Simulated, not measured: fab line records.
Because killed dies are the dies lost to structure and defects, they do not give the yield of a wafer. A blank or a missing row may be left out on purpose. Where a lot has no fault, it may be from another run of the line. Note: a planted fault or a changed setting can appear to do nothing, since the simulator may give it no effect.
fab line records -- flow nand_harc -- part 1 of 2: steps 1 to 4 of 6
record: lots: 24, wafers: 72, last_day: 24
route steps=1159 shown A_ZERO_WELL@411 A_CHANNEL_HOLE_D1@472 A_CHANNEL_FILL_D1@507 A_STAIRCASE@566
lots that met no fault: from a run of the same line without faults
start_h: hours from the record's first day to the start of the lot's first wafer shown -- wait_h: time in hours since the lot's previous step -- " the same as in the row above -- L1.1+2: several wafers, shown together as one row -- - either no value or no given start -- * or withheld: withheld -- < > ~ a bound
route shown NAME@n: names a module that has steps shown in the file, with the first one's number in the route -- usual: the fault-free wafers' mean and standard deviation -- same: alike in all rows -- chamber/n: place in a boat -- sites: the reading at each site -- _std_site: the standard deviation of these -- _edge_site: outer sites' mean less inner sites' -- radius_mm: for every site, how far away it sits from the centre of the wafer -- mask NAME#n: copy n -- behind: tool/chamber where the wafer was last shaped -- hold: why the lot went on hold/how many hours it stayed there/how the hold came to an end -- device: transistor that didn't switch, given as n, p or np -- end of line: the route-end tests of the same wafers -- where a step has no rows: the recipe by itself -- killed: dies lost to structure and defects at the first sort, not the wafer's yield -- map: shows each die of a wafer: x if killed, . if not, _ if none is there
set.NAME: the setting the step ran with; set.NAME@STEP: the setting that earlier step ran with -- model.NAME: the simulator's own value behind a step, which no gauge read
route steps across a sampled set of lots; one table per step, one row per wafer
services: from which hour (start_h, from the record's first day; less than 0 if before it) a tool's chamber was out of use, for how many hours, and why
== steps ==
step: NHARC_A_ZERO_WELL_RTA_16
recipe: temp_c: 1000, time_s: 10
usual: lamp_power_pct: 27.9/0.79, lamp_zone_1_pct: 27.9/0.79, lamp_zone_7_pct: 28.4/0.8, wafer_temp_C_max: 1004.5/0.89
lot.wafer,tool,chamber,start_h,wait_h,lamp_power_pct,lamp_zone_1_pct,lamp_zone_7_pct,wafer_temp_C_max
L074.1,rtp_anneal-02,0,129.55,-,28.7,28.7,29.2,1004.7
L074.4,rtp_anneal-02,0,129.55,-,28.7,28.7,29.1,1005.6
L074.6,rtp_anneal-02,0,129.55,-,28.7,28.7,29.2,1004.5
L075.3,rtp_anneal-01,0,130.27,-,27.1,27.1,27.6,1004.2
L075.4,rtp_anneal-01,0,130.27,-,27.1,27.1,27.6,1003.1
L075.6,rtp_anneal-01,0,130.27,-,27.1,27.1,27.6,1005.7
L076.3,rtp_anneal-02,0,152.44,-,28.7,28.7,29.1,1005.7
L076.5,rtp_anneal-02,0,152.44,-,28.7,28.7,29.2,1005.5
L076.6,rtp_anneal-02,0,152.44,-,28.7,28.7,29.2,1007.1
L077.1,rtp_anneal-01,0,152.58,-,27.1,27.1,27.6,1005.6
L077.3,rtp_anneal-01,0,152.58,-,27.1,27.1,27.6,1004.9
L077.4,rtp_anneal-01,0,152.58,-,27.1,27.1,27.6,1004.7
L079.1,rtp_anneal-01,0,167.17,-,27.1,27.1,27.6,1004.7
L079.5,rtp_anneal-01,0,167.17,-,27.1,27.1,27.5,1006.0
L079.6,rtp_anneal-01,0,167.17,-,27.1,27.1,27.5,1003.9
L078.4,rtp_anneal-02,0,167.99,-,28.7,28.7,29.2,1003.8
L078.5,rtp_anneal-02,0,167.99,-,28.7,28.7,29.2,1003.8
L078.6,rtp_anneal-02,0,167.99,-,28.8,28.7,29.2,1005.2
L080.2,rtp_anneal-02,0,173.59,-,28.7,28.7,29.2,1005.4
L080.3,rtp_anneal-02,0,173.59,-,28.7,28.7,29.2,1004.7
L080.4,rtp_anneal-02,0,173.59,-,28.7,28.7,29.1,1004.6
L081.1,rtp_anneal-02,0,181.52,-,28.6,28.7,29.2,1004.6
L081.5,rtp_anneal-02,0,181.52,-,28.7,28.7,29.2,1005.2
L081.6,rtp_anneal-02,0,181.52,-,28.7,28.7,29.1,1003.8
L082.1,rtp_anneal-02,0,182.63,-,28.7,28.7,29.2,1005.8
L082.4,rtp_anneal-02,0,182.63,-,28.7,28.7,29.1,1006.5
L082.5,rtp_anneal-02,0,182.63,-,28.7,28.6,29.2,1003.8
L083.1,rtp_anneal-02,0,189.38,-,28.7,28.7,29.2,1004.3
L083.3,rtp_anneal-02,0,189.38,-,28.7,28.7,29.1,1004.8
L083.5,rtp_anneal-02,0,189.38,-,28.7,28.6,29.1,1004.4
L084.2,rtp_anneal-01,0,189.63,-,27.1,27.1,27.5,1005.5
L084.3,rtp_anneal-01,0,189.63,-,27.1,27.1,27.6,1005.1
L084.4,rtp_anneal-01,0,189.63,-,27.1,27.1,27.6,1006.0
L087.1,rtp_anneal-01,0,216.21,-,27.1,27.1,27.6,1004.1
L087.2,rtp_anneal-01,0,216.21,-,27.1,27.1,27.5,1003.2
L087.4,rtp_anneal-01,0,216.21,-,27.1,27.2,27.6,1004.2
L086.2,rtp_anneal-01,0,216.78,-,27.1,27.1,27.6,1004.6
L086.5,rtp_anneal-01,0,216.78,-,27.1,27.1,27.5,1003.2
L086.6,rtp_anneal-01,0,216.78,-,27.1,27.2,27.5,1004.3
L085.2,rtp_anneal-02,0,217.16,-,28.7,28.6,29.1,1005.0
L085.3,rtp_anneal-02,0,217.16,-,28.7,28.6,29.2,1003.2
L085.5,rtp_anneal-02,0,217.16,-,28.7,28.7,29.1,1003.9
L088.1,rtp_anneal-01,0,220.16,-,27.1,27.1,27.5,1005.2
L088.2,rtp_anneal-01,0,220.16,-,27.2,27.1,27.5,1004.7
L088.4,rtp_anneal-01,0,220.16,-,27.1,27.1,27.6,1003.6
L089.2,rtp_anneal-01,0,227.00,-,27.1,27.1,27.6,1004.6
L089.4,rtp_anneal-01,0,227.00,-,27.1,27.1,27.5,1004.2
L089.5,rtp_anneal-01,0,227.00,-,27.1,27.1,27.5,1003.7
L091.3,rtp_anneal-01,0,235.70,-,27.1,27.1,27.5,1004.1
L091.5,rtp_anneal-01,0,235.70,-,27.0,27.1,27.5,1003.7
L091.6,rtp_anneal-01,0,235.70,-,27.1,27.1,27.5,1004.4
L090.1,rtp_anneal-01,0,238.80,-,27.1,27.1,27.6,1004.2
L090.3,rtp_anneal-01,0,238.80,-,27.1,27.1,27.6,1003.9
L090.5,rtp_anneal-01,0,238.80,-,27.2,27.1,27.5,1006.9
L092.1,rtp_anneal-02,0,240.47,-,28.7,28.7,29.1,1004.9
L092.3,rtp_anneal-02,0,240.47,-,28.7,28.6,29.1,1004.9
L092.4,rtp_anneal-02,0,240.47,-,28.7,28.7,29.1,1004.6
L093.1,rtp_anneal-02,0,248.07,-,28.7,28.7,29.2,1004.8
L093.4,rtp_anneal-02,0,248.07,-,28.7,28.7,29.2,1004.7
L093.6,rtp_anneal-02,0,248.07,-,28.7,28.7,29.1,1005.5
L094.1,rtp_anneal-02,0,257.60,-,28.7,28.7,29.2,1004.2
L094.2,rtp_anneal-02,0,257.60,-,28.7,28.7,29.1,1004.5
L094.5,rtp_anneal-02,0,257.60,-,28.7,28.7,29.1,1004.3
L096.1,rtp_anneal-01,0,258.84,-,27.1,27.1,27.6,1004.0
L096.4,rtp_anneal-01,0,258.84,-,27.1,27.1,27.5,1003.7
L096.6,rtp_anneal-01,0,258.84,-,27.1,27.1,27.5,1005.8
L095.3,rtp_anneal-01,0,259.67,-,27.2,27.1,27.6,1003.9
L095.5,rtp_anneal-01,0,259.67,-,27.1,27.2,27.6,1003.1
L095.6,rtp_anneal-01,0,259.67,-,27.2,27.1,27.6,1004.1
L097.3,rtp_anneal-02,0,270.88,-,28.7,28.7,29.1,1005.1
L097.4,rtp_anneal-02,0,270.88,-,28.7,28.7,29.2,1003.6
L097.5,rtp_anneal-02,0,270.88,-,28.7,28.7,29.2,1004.7
step: NHARC_A_CHANNEL_HOLE_D1_ETCH_20
recipe: bias_v: 3000, source_w: withheld, pressure_mtorr: 20, time_s: 361.9, ar_flow_sccm: 375, c4f8_flow_sccm: 89.3, o2_flow_sccm: 35.7, temp_c: -20, target_depth_a: 16000, chemistry: C4F8/O2/Ar
usual: drypump_motor_current_A: 5.3/0.32, showerhead_plenum_p_Torr: 3.72/0.092, throttle_valve_pct: 32.156/0.0095
lot.wafer,tool,chamber,start_h,wait_h,drypump_motor_current_A,rf_hours_counter_h,showerhead_plenum_p_Torr,throttle_valve_pct
L075.4,har_etch-01,1,171.02,0.2,5.4,-,3.83,32.154
L075.3,har_etch-01,0,171.02,0.2,4.8,-,3.71,32.146
L075.6,har_etch-01,1,171.02,0.2,5.4,-,3.83,32.171
L074.1,har_etch-02,0,172.55,0.1,5.6,100,3.61,32.163
L074.4,har_etch-02,0,172.55,0.1,5.6,-,3.61,32.155
L074.6,har_etch-02,0,172.55,0.1,5.6,-,3.61,32.147
L076.3,har_etch-02,0,192.81,0.2,5.6,-,3.61,32.149
L076.5,har_etch-02,0,192.81,0.2,5.6,-,3.61,32.171
L076.6,har_etch-02,1,192.81,0.2,5.5,-,3.82,32.143
L077.1,har_etch-01,0,193.05,0.1,4.8,197,3.70,32.156
L077.4,har_etch-01,1,193.05,0.1,5.4,-,3.82,32.163
L077.3,har_etch-01,0,193.05,0.1,4.8,-,3.70,32.158
L079.1,har_etch-02,0,207.90,0.1,5.6,114,3.61,32.167
L079.6,har_etch-02,0,207.90,0.1,5.6,-,3.61,32.150
L079.5,har_etch-02,1,207.90,0.1,5.5,-,3.82,32.154
L078.4,har_etch-01,0,208.23,0.2,4.8,-,3.70,32.158
L078.5,har_etch-01,1,208.23,0.2,5.4,-,3.82,32.143
L078.6,har_etch-01,0,208.23,0.2,4.8,-,3.70,32.141
L080.2,har_etch-02,1,213.15,0.1,5.5,118,3.82,32.136
L080.3,har_etch-02,1,213.15,0.1,5.5,-,3.82,32.148
L080.4,har_etch-02,0,213.15,0.1,5.6,-,3.60,32.147
L082.1,har_etch-01,0,222.85,0.1,4.8,209,3.70,32.159
L082.4,har_etch-01,0,222.85,0.1,4.8,-,3.70,32.158
L082.5,har_etch-01,1,222.85,0.1,5.4,-,3.81,32.142
L081.1,har_etch-02,0,224.02,0.1,5.6,125,3.60,32.141
L081.5,har_etch-02,0,224.02,0.1,5.6,-,3.60,32.159
L081.6,har_etch-02,1,224.02,0.1,5.5,-,3.81,32.160
L083.1,har_etch-01,1,229.37,0.1,5.4,213,3.81,32.154
L083.3,har_etch-01,1,229.37,0.1,5.4,-,3.81,32.152
L083.5,har_etch-01,1,229.37,0.1,5.4,-,3.81,32.171
L084.2,har_etch-02,0,230.53,0.1,5.6,128,3.60,32.162
L084.4,har_etch-02,1,230.53,0.1,5.5,-,3.81,32.149
L084.3,har_etch-02,0,230.53,0.1,5.6,-,3.60,32.150
L085.2,har_etch-01,0,255.12,0.1,4.8,222,3.69,32.161
L085.3,har_etch-01,1,255.12,0.1,5.4,-,3.81,32.152
L085.5,har_etch-01,1,255.12,0.1,5.4,-,3.81,32.164
L087.2,har_etch-02,1,256.05,0.1,5.5,137,3.81,32.148
L087.1,har_etch-02,0,256.05,0.1,5.6,137,3.59,32.159
L087.4,har_etch-02,1,256.05,0.1,5.5,-,3.81,32.163
L086.2,har_etch-01,1,259.32,0.1,5.4,226,3.81,32.146
L086.5,har_etch-01,0,259.32,0.1,4.8,-,3.69,32.169
L086.6,har_etch-01,1,259.32,0.1,5.4,-,3.81,32.165
L088.2,har_etch-02,1,261.39,0.1,5.5,141,3.81,32.176
L088.1,har_etch-02,0,261.39,0.1,5.6,141,3.59,32.151
L088.4,har_etch-02,1,261.39,0.1,5.5,-,3.81,32.148
L089.2,har_etch-01,1,267.53,0.1,5.4,229,3.80,32.161
L089.4,har_etch-01,0,267.53,0.1,4.8,-,3.69,32.156
L089.5,har_etch-01,0,267.53,0.1,4.8,-,3.69,32.167
L091.3,har_etch-02,0,276.06,0.2,5.6,-,3.59,32.156
L091.6,har_etch-02,1,276.06,0.2,5.5,-,3.80,32.162
L091.5,har_etch-02,0,276.06,0.2,5.6,-,3.59,32.157
L090.1,har_etch-01,1,276.21,0.1,5.4,233,3.80,32.143
L090.3,har_etch-01,1,276.21,0.1,5.4,-,3.80,32.149
L090.5,har_etch-01,1,276.21,0.1,5.4,-,3.80,32.161
L092.1,har_etch-02,1,284.17,0.1,5.5,150,3.80,32.153
L092.3,har_etch-02,1,284.17,0.1,5.5,-,3.80,32.156
L092.4,har_etch-02,0,284.17,0.1,5.6,-,3.59,32.141
L093.1,har_etch-01,1,284.49,0.1,5.4,239,3.80,32.150
L093.4,har_etch-01,0,284.49,0.1,4.8,-,3.68,32.168
L093.6,har_etch-01,0,284.49,0.1,4.8,-,3.68,32.148
L095.3,har_etch-02,1,298.36,0.2,5.5,-,3.80,32.172
L095.5,har_etch-02,0,298.36,0.2,5.6,-,3.58,32.148
L095.6,har_etch-02,1,298.36,0.2,5.5,-,3.80,32.165
L094.2,har_etch-01,0,299.99,0.1,4.8,244,3.68,32.149
L094.1,har_etch-01,1,299.99,0.1,5.4,244,3.80,32.158
L094.5,har_etch-01,1,299.99,0.1,5.4,-,3.80,32.158
L096.1,har_etch-02,0,302.39,0.1,5.6,159,3.58,32.146
L096.4,har_etch-02,1,302.39,0.1,5.5,-,3.80,32.175
L096.6,har_etch-02,1,302.39,0.1,5.5,-,3.80,32.160
L097.4,har_etch-02,1,318.60,0.2,5.5,-,3.79,32.143
L097.3,har_etch-02,0,318.60,0.2,5.6,-,3.58,32.169
L097.5,har_etch-02,1,318.60,0.2,5.5,-,3.79,32.153
step: NHARC_A_CHANNEL_FILL_D1_ALD_25
recipe: target_thk_a: 600, pulse_time_s: 10, ald_cycles: 600, temp_c: 300, material: SiOx
usual: heater_power_w: 490/59, precursor_pulse_height_rel: 1.000/0.019
lot.wafer,tool,chamber,start_h,wait_h,heater_power_w,precursor_pulse_height_rel
L075.4,ald_hk-01,2,218.06,1.3,446,1.009
L075.3,ald_hk-01,3,218.06,1.3,606,1.003
L075.6,ald_hk-01,1,219.92,3.1,565,1.011
L074.1,ald_hk-02,0,219.26,2.5,461,0.997
L074.4,ald_hk-02,1,220.48,3.7,401,1.010
L074.6,ald_hk-02,3,222.92,6.1,496,0.988
L077.4,ald_hk-02,0,235.12,0.7,463,0.993
L077.1,ald_hk-02,1,235.12,0.7,401,1.014
L077.3,ald_hk-02,2,235.12,0.7,411,1.010
L076.3,ald_hk-04,2,235.12,0.7,500,1.007
L076.5,ald_hk-04,1,236.97,2.5,572,1.005
L076.6,ald_hk-04,2,236.97,2.5,493,1.017
L078.4,ald_hk-02,1,251.13,1.3,394,1.028
L078.6,ald_hk-02,3,252.35,2.5,481,0.986
L078.5,ald_hk-02,0,252.35,2.5,461,0.960
L079.1,ald_hk-04,2,251.14,1.3,499,0.996
L079.5,ald_hk-04,0,252.39,2.6,494,1.000
L079.6,ald_hk-04,1,252.39,2.6,585,1.006
L080.2,ald_hk-04,2,256.68,0.1,506,0.962
L080.4,ald_hk-04,3,256.68,0.1,519,1.023
L080.3,ald_hk-04,1,258.50,1.9,583,1.025
L081.1,ald_hk-02,3,267.16,0.1,504,1.012
L081.6,ald_hk-02,3,269.63,2.5,493,1.013
L081.5,ald_hk-02,0,269.63,2.5,468,1.001
L082.4,ald_hk-04,2,267.17,0.1,511,0.997
L082.1,ald_hk-04,3,267.17,0.1,507,1.023
L082.5,ald_hk-04,3,270.28,3.2,512,1.021
L084.4,ald_hk-04,0,277.74,1.2,480,1.012
L084.3,ald_hk-04,1,277.74,1.2,592,0.988
L084.2,ald_hk-04,2,277.74,1.2,497,0.980
L083.3,ald_hk-02,2,278.52,2.0,415,0.982
L083.1,ald_hk-02,3,278.52,2.0,493,1.007
L083.5,ald_hk-02,1,280.37,3.8,401,1.006
L085.3,ald_hk-01,2,301.37,0.1,442,0.995
L085.2,ald_hk-01,0,302.61,1.3,475,1.017
L085.5,ald_hk-01,2,303.85,2.5,438,1.045
L086.2,ald_hk-04,3,303.21,1.9,510,0.997
L086.6,ald_hk-04,0,303.21,1.9,503,0.992
L086.5,ald_hk-04,1,303.21,1.9,570,1.013
L087.1,ald_hk-02,2,303.58,2.3,397,0.991
L087.4,ald_hk-02,3,303.58,2.3,468,0.997
L087.2,ald_hk-02,1,305.46,4.1,384,0.980
L089.4,ald_hk-01,1,307.10,0.1,567,1.011
L089.2,ald_hk-01,3,308.32,1.3,591,0.972
L089.5,ald_hk-01,2,310.15,3.1,440,1.001
L088.4,ald_hk-04,1,307.71,0.7,577,1.002
L088.2,ald_hk-04,2,307.71,0.7,505,0.983
L088.1,ald_hk-04,3,307.71,0.7,516,0.981
L090.1,ald_hk-04,0,319.16,0.7,480,1.015
L090.3,ald_hk-04,2,320.40,1.9,497,1.019
L090.5,ald_hk-04,0,321.65,3.2,491,0.992
L091.3,ald_hk-02,3,319.77,1.3,460,1.015
L091.5,ald_hk-02,1,321.02,2.5,382,0.985
L091.6,ald_hk-02,2,321.02,2.5,404,1.018
L092.4,ald_hk-04,0,330.95,0.1,513,1.002
L092.1,ald_hk-04,1,330.95,0.1,591,1.001
L092.3,ald_hk-04,3,332.77,1.9,503,0.977
L093.4,ald_hk-04,2,335.21,4.3,508,0.990
L093.1,ald_hk-04,0,336.47,5.6,491,0.998
L093.6,ald_hk-04,2,337.72,6.8,500,1.016
L094.1,ald_hk-04,0,345.80,1.8,504,1.000
L094.2,ald_hk-04,1,345.80,1.8,581,0.965
L094.5,ald_hk-04,0,348.28,4.2,490,0.989
L096.1,ald_hk-02,1,346.29,2.3,376,1.024
L096.4,ald_hk-02,2,346.29,2.3,402,0.994
L096.6,ald_hk-02,2,349.32,5.3,412,1.011
L095.3,ald_hk-04,3,349.51,5.5,515,1.010
L095.6,ald_hk-04,2,351.36,7.3,498,1.018
L095.5,ald_hk-04,3,351.36,7.3,519,1.041
L097.4,ald_hk-02,3,367.29,0.0,470,0.969
L097.3,ald_hk-02,0,367.29,0.0,447,0.964
L097.5,ald_hk-02,3,369.78,2.5,468,1.025
step: NHARC_A_STAIRCASE_STRIP_175
recipe: power_w: 1500, temp_c: 250, chemistry: O2
usual: drypump_motor_current_A: 5.58/0.16, heater_power_w: 326/31
lot.wafer,tool,chamber,start_h,wait_h,drypump_motor_current_A,heater_power_w,rf_hours_counter_h
L075.4,plasma_asher-01,0,236.25,0.2,5.62,363,-
L075.3,plasma_asher-01,1,236.25,0.2,5.66,275,-
L075.6,plasma_asher-01,1,236.25,0.2,5.64,273,-
L074.1,plasma_asher-01,0,238.86,0.1,5.63,365,47
L074.4,plasma_asher-01,1,238.86,0.1,5.60,277,-
L074.6,plasma_asher-01,1,238.86,0.1,5.62,277,-
L077.1,plasma_asher-01,1,251.82,0.1,5.63,279,51
L077.4,plasma_asher-01,1,251.82,0.1,5.65,274,-
L077.3,plasma_asher-01,0,251.82,0.1,5.62,363,-
L076.3,plasma_asher-02,1,251.97,0.2,5.76,338,-
L076.5,plasma_asher-02,0,251.97,0.2,5.29,332,-
L076.6,plasma_asher-02,1,251.97,0.2,5.74,340,-
L079.1,plasma_asher-02,1,269.00,0.1,5.75,348,25
L079.5,plasma_asher-02,1,269.00,0.1,5.76,341,-
L079.6,plasma_asher-02,0,269.00,0.1,5.29,331,-
L078.4,plasma_asher-01,1,269.42,0.2,5.63,277,-
L078.5,plasma_asher-01,1,269.42,0.2,5.61,271,-
L078.6,plasma_asher-01,0,269.42,0.2,5.63,358,-
L080.2,plasma_asher-01,0,275.46,0.1,5.63,363,58
L080.3,plasma_asher-01,0,275.46,0.1,5.63,368,-
L080.4,plasma_asher-01,1,275.46,0.1,5.63,273,-
L081.1,plasma_asher-02,1,285.10,0.2,5.76,347,33
L081.5,plasma_asher-02,0,285.10,0.2,5.28,331,-
L081.6,plasma_asher-02,1,285.10,0.2,5.75,345,-
L082.1,plasma_asher-02,1,286.28,0.1,5.73,347,33
L082.4,plasma_asher-02,0,286.28,0.1,5.29,337,-
L082.5,plasma_asher-02,1,286.28,0.1,5.75,344,-
L084.2,plasma_asher-01,0,294.97,0.1,5.63,347,3
L084.4,plasma_asher-01,1,294.97,0.1,5.63,281,-
L084.3,plasma_asher-01,0,294.97,0.1,5.62,353,-
L083.1,plasma_asher-02,0,295.71,0.1,5.33,326,36
L083.3,plasma_asher-02,1,295.71,0.1,5.75,335,-
L083.5,plasma_asher-02,0,295.71,0.1,5.32,333,-
L087.1,plasma_asher-02,0,320.15,0.4,5.30,335,44
L087.2,plasma_asher-02,1,320.15,0.4,5.76,350,44
L087.4,plasma_asher-02,1,320.15,0.4,5.76,343,-
L085.2,plasma_asher-02,0,320.48,0.6,5.30,336,45
L085.3,plasma_asher-02,0,320.48,0.6,5.27,337,-
L085.5,plasma_asher-02,1,320.48,0.6,5.72,345,-
L086.2,plasma_asher-01,0,320.55,0.5,5.61,347,11
L086.6,plasma_asher-01,0,320.55,0.5,5.63,341,-
L086.5,plasma_asher-01,1,320.55,0.5,5.68,284,-
L088.2,plasma_asher-02,1,326.14,0.1,5.76,338,47
L088.1,plasma_asher-02,0,326.14,0.1,5.29,332,47
L088.4,plasma_asher-02,0,326.14,0.1,5.32,339,-
L089.2,plasma_asher-01,1,326.44,0.1,5.63,283,13
L089.4,plasma_asher-01,0,326.44,0.1,5.61,339,-
L089.5,plasma_asher-01,1,326.44,0.1,5.65,285,-
L091.3,plasma_asher-02,0,337.63,0.2,5.30,336,-
L091.6,plasma_asher-02,0,337.63,0.2,5.29,336,-
L091.5,plasma_asher-02,1,337.63,0.2,5.75,336,-
L090.1,plasma_asher-02,1,337.98,0.2,5.75,345,51
L090.3,plasma_asher-02,1,337.98,0.2,5.75,344,-
L090.5,plasma_asher-02,1,337.98,0.2,5.75,338,-
L092.1,plasma_asher-01,0,348.00,0.1,5.63,345,22
L092.4,plasma_asher-01,1,348.00,0.1,5.62,282,-
L092.3,plasma_asher-01,0,348.00,0.1,5.63,335,-
L093.1,plasma_asher-01,1,354.72,0.1,5.62,280,24
L093.4,plasma_asher-01,1,354.72,0.1,5.63,282,-
L093.6,plasma_asher-01,1,354.72,0.1,5.65,282,-
L096.1,plasma_asher-01,0,362.93,0.5,5.62,347,27
L096.4,plasma_asher-01,0,362.93,0.5,5.63,347,-
L096.6,plasma_asher-01,0,362.93,0.5,5.63,351,-
L094.2,plasma_asher-01,0,363.17,0.2,5.63,347,27
L094.1,plasma_asher-01,1,363.17,0.2,5.65,278,27
L094.5,plasma_asher-01,1,363.17,0.2,5.65,277,-
L095.3,plasma_asher-01,1,367.71,1.4,5.64,283,-
L095.6,plasma_asher-01,0,367.71,1.4,5.62,343,-
L095.5,plasma_asher-01,1,367.71,1.4,5.63,286,-
L097.3,plasma_asher-02,1,386.76,0.2,5.74,345,-
L097.4,plasma_asher-02,0,386.76,0.2,5.29,349,-
L097.5,plasma_asher-02,1,386.76,0.2,5.73,344,-
